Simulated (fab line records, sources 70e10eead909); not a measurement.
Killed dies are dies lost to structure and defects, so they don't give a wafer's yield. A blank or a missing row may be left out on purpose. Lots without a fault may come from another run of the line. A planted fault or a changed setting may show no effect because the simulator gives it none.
Which tool did it? | flow nand_harc | 12 lots, 36 wafers sampled, at 3 steps of a route of 1159

WHAT THE GAUGES READ, wafer by wafer
NHARC_A_CONTACT_CD_MEAS_42: target cd 200 nm.
lot  | measured     | on        | cd_nm (nm)
L075 | day 16 15:43 | cd_sem-01 | 200.6 200.0 200.6
L076 | day 16 20:02 | cd_sem-01 | 200.2 200.0 200.3
L078 | day 17 05:59 | cd_sem-02 | 200.3 200.7 200.1
L082 | day 18 00:34 | cd_sem-01 | 199.6 200.3 199.9
L083 | day 18 12:46 | cd_sem-01 | 200.5 200.4 200.9
L084 | day 18 22:15 | cd_sem-03 | 200.1 200.1 199.9
L087 | day 19 04:47 | cd_sem-01 | 200.1 200.9 200.9
L089 | day 19 16:44 | cd_sem-03 | 200.9 199.9 200.0
L090 | day 20 10:01 | cd_sem-01 | 200.4 200.6 200.5
L092 | day 20 19:46 | cd_sem-02 | 200.2 200.1 200.3
L095 | day 21 08:22 | cd_sem-02 | 199.7 199.0 199.9
L096 | day 22 14:00 | cd_sem-02 | 199.6 200.1 200.1

WHICH TOOL RAN EACH LOT (tool, then ch and the chambers of the sampled wafers, then the start)
lot  | NHARC_A_WL_FILL_ALD_10           | NHARC_A_WL_FILL_STRIP_29
L075 | ald_hk-04 ch 0,1,3, day 15 18:29 | rie_diel-02 ch 0,2,3, day 15 23:14
L076 | ald_hk-03 ch 0,1,3, day 15 23:37 | rie_diel-09 ch 1,2,3, day 16 02:50
L078 | ald_hk-03 ch 0,1,3, day 16 06:57 | rie_diel-02 ch 0,1, day 16 11:40
L082 | ald_hk-01 ch 0,1, day 17 03:33   | rie_diel-02 ch 1,2, day 17 07:46
L083 | ald_hk-03 ch 0,3, day 17 17:23   | rie_diel-09 ch 0,2,3, day 17 21:36
L084 | ald_hk-04 ch 1,2, day 18 02:35   | rie_diel-09 ch 0,2,3, day 18 06:53
L087 | ald_hk-01 ch 1,3, day 18 08:51   | rie_diel-10 ch 0,3, day 18 13:05
L089 | ald_hk-03 ch 0,2, day 18 22:27   | rie_diel-10 ch 1,3, day 19 02:43
L090 | ald_hk-04 ch 0,2,3, day 19 15:05 | rie_diel-09 ch 1,2, day 19 18:18
L092 | ald_hk-04 ch 1,2, day 19 23:46   | rie_diel-02 ch 0,1, day 20 04:29
L095 | ald_hk-03 ch 0,1,2, day 20 04:35 | rie_diel-02 ch 0,1,3, day 20 09:18
L096 | ald_hk-03 ch 0,1,2, day 21 15:37 | rie_diel-09 ch 1,2,3, day 21 20:23
- NHARC_A_WL_FILL_ALD_10: deposits SiO2, target thk 50 nm, pulse time 10 s, ald cycles 500.
- NHARC_A_WL_FILL_STRIP_29: strips in O2, time 20 s.

THE ANSWER, worked out from the rows above alone
Rule: what is usual is taken from the lots themselves. Put in order of their means at a reading, lots are off if they are a third of the lots or fewer, leave a main group of 4 or more, and stand apart from it by a gap of 3 or more times the standard deviation of the main group's means; of several such gaps the widest counts. A main group whose means are all the same, to the digits that the tables above print for the reading, isn't used. A lot without any number at a reading at which 4 lots or more have one is off too. The other lots that the step has rows for count as sound.
No lot is off at any reading shown: from this, nothing can be told.

WHAT THE SIMULATOR HAD PUT IN
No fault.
